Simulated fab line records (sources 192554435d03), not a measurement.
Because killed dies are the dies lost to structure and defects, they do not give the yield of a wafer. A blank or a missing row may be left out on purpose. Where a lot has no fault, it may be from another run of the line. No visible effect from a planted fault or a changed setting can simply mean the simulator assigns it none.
Split-lot study :: flow n5 finfet :: 7 lots, 21 wafers read, on a route of 1938 steps

## SPLIT DETAILS
At N5_BEOL_M9_ETCH_62 (etches SOC in N2/H2, target depth 110 nm, overetch 22 nm, time 165 s), the setting source w was moved away from the recipe's 840 W on 5 of the 21 wafers read, by -15.8% to +17.9%. All remaining wafers had this setting at the recipe value.

The split's own step is where the reading is taken.

## THE READING
rf vpp V, in V, at N5_BEOL_M9_ETCH_62 (etches SOC in N2/H2, target depth 110 nm, overetch 22 nm, time 165 s). Fault-free wafers of this fab line usually give 523.5 V, standard deviation 2.1 V.

wafer: L075.1
tool, chamber at the split: rie diel-05, 3
source w as run, W: 840
against the recipe: recipe
rf vpp V, V: 523.3
against lot-mates on the recipe: -

wafer: L075.4
tool, chamber at the split: rie diel-05, 0
source w as run, W: 990.7
against the recipe: +17.9%
rf vpp V, V: 495.8
against lot-mates on the recipe: -27.7

wafer: L075.5
tool, chamber at the split: rie diel-05, 3
source w as run, W: 840
against the recipe: recipe
rf vpp V, V: 523.7
against lot-mates on the recipe: -

wafer: L083.3
tool, chamber at the split: rie diel-05, 1
source w as run, W: 840
against the recipe: recipe
rf vpp V, V: 520.6
against lot-mates on the recipe: -

wafer: L083.5
tool, chamber at the split: rie diel-05, 2
source w as run, W: 840
against the recipe: recipe
rf vpp V, V: 524.0
against lot-mates on the recipe: -

wafer: L083.6
tool, chamber at the split: rie diel-05, 3
source w as run, W: 707.6
against the recipe: -15.8%
rf vpp V, V: 553.7
against lot-mates on the recipe: +31.4

wafer: L080.1
tool, chamber at the split: rie diel-02, 2
source w as run, W: 840
against the recipe: recipe
rf vpp V, V: 522.6
against lot-mates on the recipe: -

wafer: L080.3
tool, chamber at the split: rie diel-02, 1
source w as run, W: 840
against the recipe: recipe
rf vpp V, V: 527.3
against lot-mates on the recipe: -

wafer: L080.5
tool, chamber at the split: rie diel-02, 0
source w as run, W: 840
against the recipe: recipe
rf vpp V, V: 523.2
against lot-mates on the recipe: -

wafer: L084.1
tool, chamber at the split: rie diel-02, 2
source w as run, W: 840
against the recipe: recipe
rf vpp V, V: 524.0
against lot-mates on the recipe: -

wafer: L084.2
tool, chamber at the split: rie diel-02, 0
source w as run, W: 840
against the recipe: recipe
rf vpp V, V: 523.9
against lot-mates on the recipe: -

wafer: L084.3
tool, chamber at the split: rie diel-02, 3
source w as run, W: 840
against the recipe: recipe
rf vpp V, V: 521.1
against lot-mates on the recipe: -

wafer: L090.3
tool, chamber at the split: rie diel-05, 3
source w as run, W: 905.7
against the recipe: +7.8%
rf vpp V, V: 511.4
against lot-mates on the recipe: -12.1

wafer: L090.4
tool, chamber at the split: rie diel-05, 0
source w as run, W: 905.7
against the recipe: +7.8%
rf vpp V, V: 511.6
against lot-mates on the recipe: -11.9

wafer: L090.6
tool, chamber at the split: rie diel-05, 3
source w as run, W: 840
against the recipe: recipe
rf vpp V, V: 523.5
against lot-mates on the recipe: -

wafer: L088.1
tool, chamber at the split: rie diel-05, 3
source w as run, W: 840
against the recipe: recipe
rf vpp V, V: 521.8
against lot-mates on the recipe: -

wafer: L088.3
tool, chamber at the split: rie diel-05, 0
source w as run, W: 947.8
against the recipe: +12.8%
rf vpp V, V: 505.4
against lot-mates on the recipe: -16.6

wafer: L088.4
tool, chamber at the split: rie diel-05, 2
source w as run, W: 840
against the recipe: recipe
rf vpp V, V: 522.3
against lot-mates on the recipe: -

wafer: L093.1
tool, chamber at the split: rie diel-05, 3
source w as run, W: 840
against the recipe: recipe
rf vpp V, V: 523.3
against lot-mates on the recipe: -

wafer: L093.3
tool, chamber at the split: rie diel-05, 0
source w as run, W: 840
against the recipe: recipe
rf vpp V, V: 525.4
against lot-mates on the recipe: -

wafer: L093.6
tool, chamber at the split: rie diel-05, 3
source w as run, W: 840
against the recipe: recipe
rf vpp V, V: 522.4
against lot-mates on the recipe: -

THE FIT
A straight line over all 21 wafers: rf vpp V changes by -1.64 V for each +1% of source w; r = -0.98; the points scatter about the line by 1.9 V.
The same after taking each lot's own level away (the mean of its wafers on the recipe; 21 wafers): -1.65 V for each +1%; r = -0.98; scatter 2 V.
The reading moves by 30 V for the largest change in source w, on that fit.
The span of the lots' own levels, 522.05 to 524.37 V, comes to 1.1 times the standard deviation stated above.
The two slopes agree, so the slope changes little with the lot-to-lot level.
Check: with one of the wafers moved furthest among these (+17.9%) left out of the fit, the line predicts -29.7 V for it against its lot-mates. Against them it came out at -27.7 V.
Tool readings at the split's step, against how far the setting was moved: rf vpp V r = -0.98.

## FURTHER SPLITS ON THESE WAFERS
These wafers also went through other splits before the reading. Each is held against what the fit with the lots' levels taken away leaves over:
other split on the same wafers: N5_BEOL_M8_TRENCH_ETCH_37 time s
wafers away from the commonest value: 5
r with rf vpp V (lot level and that fit taken away): +0.00

other split on the same wafers: N5_BEOL_M9_DESCUM_16 time s
wafers away from the commonest value: 3
r with rf vpp V (lot level and that fit taken away): +0.19

## THE FILE'S OWN FIT
rf vpp V changes by -1.63 V for each +1% of source w, r = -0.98.
